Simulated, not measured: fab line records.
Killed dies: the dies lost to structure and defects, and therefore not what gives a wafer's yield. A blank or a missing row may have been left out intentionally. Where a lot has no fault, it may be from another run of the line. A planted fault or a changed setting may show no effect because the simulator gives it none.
A lot that was struck, set against a sound lot -- flow n5-finfet -- 19 steps out of a route of 1938
Sound: the wafers L846.1, L846.2, L846.4. Wafers L855.2, L855.3, L855.5 were the ones struck. The cause is given at the end.
Each step with rows lists, per side, the tool, then ch with its chambers, then its first start. Under that, the readings that differ: sound wafers -- struck wafers -- difference of the means -- sigmas: that difference in standard deviations of wafers without a fault.
alike: readings with means less than 2 such deviations apart, plus words and numbers identical on both sides. not compared: withheld readings, readings lacking a value on some wafer, bounds such as >300 that could conceal the same value, and numbers that have no deviation in the record and whose values overlap.
The two part at a step that has a row with sigmas, a row that says differs or no value, or rows on one side only. Non-overlapping numbers with no deviation appear without sigmas and do not part them. A reading missing from all wafers of one side parts the sides only when that side holds two or more wafers.

N5_BEOL_M10_RS_MEAS_57: the measuring method here is four-point-probe.
  sound on film-metro-02, day 12 08:40; struck on film-metro-01, day 14 15:17
  alike: M10_RS
N5_BEOL_M10_INSPECT_58: inspects for defects (darkfield).
  sound on defect-inspect-01, day 12 08:41; struck on defect-inspect-02, day 14 15:19
  alike: raw-defect-count
N5_BEOL_M11_ILD_DEP_00: deposits SiCOH lowk from DEMS/porogen, target thk 308.51 nm, time 58 s.
  sound on pecvd-01 ch 0,2, day 12 08:43; struck on pecvd-01 ch 1,2, day 14 15:20
  alike: chamber-pressure-Torr, heater-power-w, showerhead-plenum-p-Torr, throttle-valve-pct
  not compared: since-wet-clean-h
N5_BEOL_M11_CURE_71: cures SiCOH lowk, time 240 s.
  sound on uv-cure-02 ch 2, day 12 08:48; struck on uv-cure-03 ch 2, day 14 15:30
reading,sound,struck,difference,sigmas
wafer_temp_C_max,386.7 386.4 386.6,385.5 385.4 385.3,-1.2,-2
  alike: lamp-power-pct
N5_BEOL_M11_THK_MEAS_01:
  sound on film-metro-01, day 12 09:19; struck on film-metro-01, day 14 15:56
  alike: M11_ILD_THK
N5_BEOL_M11_PECVD_70: deposits SiO2 from TEOS/O2, target thk 20 nm, time 22.7 s.
  sound on pecvd-04 ch 0,1,2, day 12 09:23; struck on pecvd-01 ch 0,1, day 14 15:58
  alike: chamber-pressure-Torr, heater-power-w, showerhead-plenum-p-Torr, throttle-valve-pct
  not compared: since-wet-clean-h
N5_BEOL_M11_HM_DEP_02: deposits TiN, target thk 20 nm.
  sound on pvd-sputter-01, day 12 10:11; struck on pvd-sputter-03, day 14 17:04
  alike: throttle-valve-pct
then, 5 steps without rows for these wafers: N5_BEOL_M11_COAT_59 (time 60 s, resist thk 100 nm); N5_BEOL_M11_COAT_60 (time 60 s, resist thk 30 nm); N5_BEOL_M11_COAT_05 (resist thk 90 nm); N5_BEOL_M11_EBR_07; N5_BEOL_M11_SOFTBAKE_06 (time 60 s).
N5_BEOL_M11_EXPOSE_08: exposes mask M11.
  sound on arfi-scanner-03 ch 0, day 12 10:26; struck on arfi-scanner-03 ch 0, day 14 17:19
reading,sound,struck,difference,sigmas
model.BEOL_M11.overlay-x-nm (nm),0.2 0.2 0.2,11.6 11.6 11.6,+11.4,
  alike: mask
then, 2 steps without rows for these wafers: N5_BEOL_M11_PEB_09 (peb time 60 s); N5_BEOL_M11_DEVELOP_10 (develop time 30 s).
N5_BEOL_M11_CD_MEAS_11: the cd target is 64.1 nm.
  sound on cd-sem-01 ch 0, day 12 10:34; struck on cd-sem-02 ch 0, day 14 17:26
  alike: cd-nm
N5_BEOL_M11_OVL_MEAS_12:
  sound on overlay-01 ch 0, day 12 10:35; struck on overlay-01 ch 0, day 14 17:28
reading,sound,struck,difference,sigmas
M11_OVL (nm),0.0 0.2 -0.5,11.3 11.4 11.8,+11.6,+14
N5_BEOL_M11_INSPECT_13: inspects for defects (brightfield).
  sound on defect-inspect-02, day 12 10:37; struck on defect-inspect-02, day 14 17:30
  alike: raw-defect-count
next, for these wafers, 1 step has no rows: N5_PASSIVATION_PROBE_49.

WHERE THEY PART
First at N5_BEOL_M11_CURE_71; last, within this record, at N5_BEOL_M11_OVL_MEAS_12. Later steps at which nothing parts them and some readings are alike: N5_BEOL_M11_INSPECT_13.

WHY: what had been put in by the simulator
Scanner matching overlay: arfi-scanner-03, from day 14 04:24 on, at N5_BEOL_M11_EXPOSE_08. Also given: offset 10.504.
